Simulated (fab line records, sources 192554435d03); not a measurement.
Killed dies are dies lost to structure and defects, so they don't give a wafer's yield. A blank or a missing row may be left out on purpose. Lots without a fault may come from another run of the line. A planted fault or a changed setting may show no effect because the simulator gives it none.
A struck lot beside a sound one | flow n5_finfet | 37 steps out of a route of 1938
Sound: wafers L198.1, L198.3, L198.6. Struck: wafer L204.5. The cause comes at the end.
At each step with rows: each side's tool, then ch and its chambers, then its first start. Under that, the readings that differ: sound wafers | struck wafers | difference of the means | sigmas: that difference in standard deviations of wafers without a fault.
alike: readings whose means differ by less than 2 such deviations, and words and numbers that are the same on both sides. not compared: withheld readings, readings that some wafer has no value for, bounds like >300 that may hide the same value, and numbers for which the record gives no deviation and whose values overlap.
The two part at a step that has a row with sigmas, a row that says differs or no value, or rows on one side only. Numbers that don't overlap but have no deviation are shown without sigmas and don't part them. A reading that every wafer of one side lacks parts them only if that side has two wafers or more.

first, 11 steps without rows for these wafers: N5_BEOL_M0_SAQP_DESCUM_19 (chemistry O2, time 7.9 s); N5_BEOL_M0_SAQP_ETCH_83 (etches SiARC in CF4, target depth 39 nm, time 65 s); N5_BEOL_M0_SAQP_ETCH_84 (etches SOC in N2/H2, target depth 100 nm, overetch 20 nm, time 150 s); N5_BEOL_M0_SAQP_STRIP_80 (strips in N2/H2); N5_BEOL_M0_SAQP_HM_OPEN_112 (chemistry CHF3/O2, target SiO2, stops on a-Si, target depth 12 nm, time 13.5 s); N5_BEOL_M0_SAQP_STRIP_113 (strips in CHF3/O2); N5_BEOL_M0_SAQP_MANDREL_ETCH_20 (etches a-Si in HBr/Cl2, stops on SiNx, target depth 60 nm, bt time 10 s, time 30 s); N5_BEOL_M0_SAQP_STRIP_86 (strips in N2/H2); N5_BEOL_M0_SAQP_STRIP_115 (strips in post etch residue remover, time 60 s); N5_BEOL_M0_SAQP_SRD_93 (time 30 s); N5_BEOL_M0_SAQP_RECESS_114 (chemistry HF/NH3, target SiO2, target depth 14.4 nm, afs cycles 3, sublimation time 60 s).
N5_BEOL_M0_SAQP_SPACER1_ALD_98: deposits SiO2, target thk 12.8 nm, pulse time 1 s, purge time 2 s.
  sound on ald_sin-01 ch 1,3, day 9 00:44; struck on ald_sin-01 ch 2, day 10 20:31
  alike: heater_power_w, precursor_pulse_height_rel
then, 24 steps without rows for these wafers: N5_BEOL_M0_SAQP_SPACER1_ETCHBACK_99 (etches SiO2 in CHF3/O2, target depth 15.4 nm, time 7.7 s); N5_BEOL_M0_SAQP_MANDREL1_REMOVE_100 (chemistry HBr/Cl2/O2, target a-Si, stops on SiNx, bt time 10 s); N5_BEOL_M0_SAQP_ETCH_101 (etches SiNx in CH3F/O2, target depth 29.9 nm, time 42.7 s); N5_BEOL_M0_SAQP_ETCH_102 (etches SiO2 in CF4, target depth 4 nm, time 4.4 s); N5_BEOL_M0_SAQP_MANDREL_ETCH_103 (etches a-Si in HBr/Cl2, stops on SiCN, target depth 45 nm, bt time 10 s, time 27 s); N5_BEOL_M0_SAQP_RECESS_104 (chemistry HF/NH3, target SiO2, target depth 18 nm, afs cycles 3, sublimation time 60 s); N5_BEOL_M0_SAQP_COAT_105 (time 60 s, resist thk 100 nm); N5_BEOL_M0_SAQP_ETCH_106 (etches SOC in N2/H2, stops on SiNx, target depth 150 nm); N5_BEOL_M0_SAQP_ETCH_107 (etches SiNx in CH3F/O2, target depth 30 nm); N5_BEOL_M0_SAQP_STRIP_108 (strips in N2/H2); N5_BEOL_M0_SAQP_RECESS_109 (chemistry HF/NH3, target SiO2, target depth 3 nm, afs cycles 1, sublimation time 60 s); N5_BEOL_M0_SAQP_SPACER2_ALD_26 (deposits SiO2, target thk 15 nm, pulse time 1 s, purge time 2 s); N5_BEOL_M0_SAQP_SPACER2_ETCHBACK_27 (etches SiO2 in CHF3/O2, target depth 22.5 nm, time 11.25 s); N5_BEOL_M0_SAQP_MANDREL2_REMOVE_110 (chemistry HBr/Cl2/O2, target a-Si, stops on SiCN, bt time 10 s); N5_BEOL_M0_SAQP_COAT_69 (time 60 s, resist thk 90 nm); N5_BEOL_M0_SAQP_COAT_72 (time 60 s, resist thk 15 nm); N5_BEOL_M0_SAQP_COAT_87 (time 60 s, resist thk 5 nm); N5_BEOL_M0_SAQP_COAT_34 (resist thk 30 nm); N5_BEOL_M0_SAQP_EBR_36; N5_BEOL_M0_SAQP_SOFTBAKE_35 (time 60 s); N5_BEOL_M0_SAQP_EXPOSE_37 (exposes mask M0 CUT1, target cd 30 nm); N5_BEOL_M0_SAQP_PEB_38 (peb time 60 s); N5_BEOL_M0_SAQP_DEVELOP_39 (develop time 30 s); N5_BEOL_M0_SAQP_DESCUM_45 (chemistry O2, time 7 s).
-- the record jumps here: 7 days lie between the struck wafers' starts before and after (it left off in module BEOL_M0_SAQP and takes up again in module PASSIVATION, whose first step shown is number 1936 of the route) --
N5_PASSIVATION_PROBE_49:
  sound on prober-01, day 15 22:34; struck on prober-02, day 17 12:45
  reading                  | sound | struck | difference | sigmas
  defect_limited_yield (%) | 89.6  | 85.2   | -4.4       | -3
  killed_at_M0_to_M3       | 53    | 109    | +56        | +5
  killed_at_front_end      | 51    | 24     | -27        | -2
  killed_dies              | 123   | 175    | +52        | +3
  killed_on_rim            | 16    | 30     | +14        | +4
  sort_bin_5_function (%)  | 5.8   | 8.7    | +2.9       | +3
  sort_n_pass              | 1057  | 1005   | -52        | -3
  sort_yield_pct (%)       | 89.6  | 85.2   | -4.4       | -3
  alike: killed_at_M4_up, killed_at_contacts, killed_at_other, killed_open, killed_short, sort_bin_6_memory

WHERE THEY PART
Only at N5_PASSIVATION_PROBE_49, within this record.

WHY: what the simulator had put in
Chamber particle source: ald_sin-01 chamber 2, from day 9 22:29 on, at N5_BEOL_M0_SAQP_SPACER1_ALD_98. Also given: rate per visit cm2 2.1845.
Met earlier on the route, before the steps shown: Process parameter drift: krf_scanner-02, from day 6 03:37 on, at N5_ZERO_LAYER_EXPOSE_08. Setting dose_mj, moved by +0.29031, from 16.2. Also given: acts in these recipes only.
